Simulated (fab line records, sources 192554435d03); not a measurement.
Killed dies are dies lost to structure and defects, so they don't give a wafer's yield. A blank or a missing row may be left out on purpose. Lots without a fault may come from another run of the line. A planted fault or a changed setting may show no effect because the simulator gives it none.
Chamber matching | flow n5_finfet | N5_BEOL_M1_ALD_84 on ald_metal-02: 4 sister chambers
The step deposits TaN, pulse time 2 s, purge time 3 s, co reactant purge time 2 s. 4 wafers are shown with their chamber, then 10 later ones without.

WAFERS WITH THEIR CHAMBER
wafer  | chamber | heater_power_w (W)
L079.3 | 0       | 365
L084.6 | 3       | 480
L088.1 | 2       | 418
L088.2 | 1       | 416

WAFERS WITHOUT THEIR CHAMBER
wafer  | heater_power_w (W)
L088.5 | 423
L089.1 | 405
L089.5 | 410
L089.6 | 364
L094.2 | 427
L094.5 | 351
L094.6 | 484
L095.1 | 400
L095.3 | 359
L095.4 | 494

WHICH CHAMBER EACH WENT THROUGH
wafer  | from the rows above          | in truth
L088.5 | can't be placed: 2 or 1      | 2
L089.1 | can't be placed: 1 or 2      | 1
L089.5 | can't be placed: 1 or 2      | 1
L089.6 | 0                            | 0
L094.2 | can't be placed: 2 or 1      | 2
L094.5 | 0                            | 0
L094.6 | 3                            | 3
L095.1 | can't be placed: 1 or 2 or 0 | 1
L095.3 | 0                            | 0
L095.4 | 3                            | 3
Placed correctly: 5 of 10. Can't be placed from these rows: 5 (the true chamber is among the candidates in 5). Placed wrongly: 0.
How it was worked out, from the rows above alone: a wafer's distance from a chamber is the root of the sum, over the readings, of the square of ((its reading less the chamber's mean) divided by the reading's scatter). The wafer belongs to the nearest chamber; if the next one is less than 2 further off, it can't be placed. A chamber's mean is the mean of its shown wafers. The scatter: with one shown wafer a chamber, the root of the mean of the squares of how far each hidden wafer lies from its nearest shown one.
